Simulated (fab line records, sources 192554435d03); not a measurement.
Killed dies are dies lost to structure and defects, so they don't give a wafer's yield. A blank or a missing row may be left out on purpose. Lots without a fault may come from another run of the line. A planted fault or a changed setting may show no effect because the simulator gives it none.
Split-lot experiment | flow n5_finfet | 7 lots, 21 wafers read, on a route of 1938 steps

THE SPLIT
At N5_BEOL_M6_COAT_60 (time 60 s, resist thk 35 nm), the setting spin_rpm was moved away from the recipe's 1500 rpm on 8 of the 21 wafers read, by -7.1% to +10.0%. The other wafers ran this setting at the recipe's value.

FROM THE SPLIT TO THE READING: what the file shows between them, 4 steps
- N5_BEOL_M6_COAT_05: resist thk 90 nm
- N5_BEOL_M6_EBR_07
- N5_BEOL_M6_DESCUM_16: chemistry O2, time 7.9 s
- N5_BEOL_M6_ETCH_61: etches SiARC in CF4, target depth 45.5 nm, time 75.8 s

THE READING
SiARC_of_BEOL_M6_COAT_60.thk_nm (the simulator's own value, which no gauge read), in nm, at N5_BEOL_M6_ETCH_62 (etches SOC in N2/H2, target depth 110 nm, overetch 22 nm, time 165 s). The file gives no usual value for it. The 13 wafers here that ran the recipe average 28.3 nm, standard deviation 0.16 nm.

wafer  | tool, chamber at the split | spin_rpm as run, rpm | against the recipe | SiARC_of_BEOL_M6_COAT_60.thk_nm, nm | against lot-mates on the recipe
L074.3 | litho_track-01, 0          | 1500                 | recipe             | 28.4                                | -
L074.4 | litho_track-01, 0          | 1500                 | recipe             | 28.4                                | -
L074.5 | litho_track-01, 0          | 1500                 | recipe             | 28.4                                | -
L075.1 | litho_track-01, 0          | 1500                 | recipe             | 28                                  | -
L075.2 | litho_track-01, 0          | 1500                 | recipe             | 28.2                                | -
L075.3 | litho_track-01, 0          | 1500                 | recipe             | 28.2                                | -
L082.2 | litho_track-02, 0          | 1621                 | +8.1%              | 27                                  | -1.2
L082.4 | litho_track-02, 0          | 1500                 | recipe             | 28.2                                | -
L082.6 | litho_track-02, 0          | 1621                 | +8.1%              | 26.8                                | -1.4
L089.1 | litho_track-02, 0          | 1500                 | recipe             | 28.2                                | -
L089.3 | litho_track-02, 0          | 1393                 | -7.1%              | 29.6                                | +1.4
L089.4 | litho_track-02, 0          | 1393                 | -7.1%              | 29.8                                | +1.6
L094.2 | litho_track-05, 0          | 1500                 | recipe             | 28.4                                | -
L094.3 | litho_track-05, 0          | 1578                 | +5.2%              | 27.2                                | -1.0
L094.4 | litho_track-05, 0          | 1500                 | recipe             | 28                                  | -
L093.3 | litho_track-01, 0          | 1592                 | +6.1%              | 27.2                                | -1.0
L093.4 | litho_track-01, 0          | 1500                 | recipe             | 28.2                                | -
L093.6 | litho_track-01, 0          | 1500                 | recipe             | 28.2                                | -
L096.2 | litho_track-01, 0          | 1650                 | +10.0%             | 26.8                                | -1.8
L096.4 | litho_track-01, 0          | 1500                 | recipe             | 28.6                                | -
L096.5 | litho_track-01, 0          | 1650                 | +10.0%             | 26.8                                | -1.8

THE FIT
A straight line over all 21 wafers: SiARC_of_BEOL_M6_COAT_60.thk_nm changes by -0.171 nm for each +1% of spin_rpm; r = -0.98; the points scatter about the line by 0.18 nm.
The same after taking each lot's own level away (the mean of its wafers on the recipe; 21 wafers): -0.183 nm for each +1%; r = -0.99; scatter 0.12 nm.
On that fit, the largest move of spin_rpm shifts the reading by 1.8 nm.
The lots' own levels span 28.13 to 28.60 nm, that is 2.8 times the standard deviation above.
So the lot-to-lot level changes the slope little: the two slopes agree.
Check: with one of the wafers moved furthest among these (+10.0%) left out of the fit, the line predicts -1.79 nm for it against its lot-mates. It came out at -1.8 nm against them.

OTHER SPLITS ON THESE WAFERS
These wafers also went through other splits before the reading. Each is held against what the fit with the lots' levels taken away leaves over:
other split on the same wafers     | wafers away from the commonest value | r with SiARC_of_BEOL_M6_COAT_60.thk_nm (lot level and that fit taken away)
N5_BEOL_M5_COAT_71 spin_rpm        | 6                                    | -0.20
N5_BEOL_M5_TRENCH_ETCH_37 source_w | 8                                    | -0.29
N5_BEOL_M6_COAT_59 spin_rpm        | 6                                    | -0.05

THE WHOLE CHAIN: every reading that the file lists as answering this split, in the file's order
step               | what it does                                                         | reading                                                                            | change (the file's fit)               | r (the file's)
N5_BEOL_M6_COAT_60 | time 60 s, resist thk 35 nm                                          | SiARC_of_BEOL_M6_COAT_60.thk_nm (the simulator's own value, which no gauge read)   | -0.172 nm for each +1% of the setting | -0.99
N5_BEOL_M6_ETCH_61 | etches SiARC in CF4, target depth 45.5 nm, time 75.8 s               | etch.depth_nm (the simulator's own value, which no gauge read)                     | -0.167 nm for each +1% of the setting | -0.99
N5_BEOL_M6_ETCH_61 | etches SiARC in CF4, target depth 45.5 nm, time 75.8 s               | CAR-ArF_of_BEOL_M6_COAT_05.thk_nm (the simulator's own value, which no gauge read) | +0.146 nm for each +1% of the setting | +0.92
N5_BEOL_M6_ETCH_62 | etches SOC in N2/H2, target depth 110 nm, overetch 22 nm, time 165 s | SiARC_of_BEOL_M6_COAT_60.thk_nm (the simulator's own value, which no gauge read)   | -0.18 nm for each +1% of the setting  | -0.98

THE FILE'S OWN FIT
SiARC_of_BEOL_M6_COAT_60.thk_nm changes by -0.18 nm for each +1% of spin_rpm, r = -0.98.
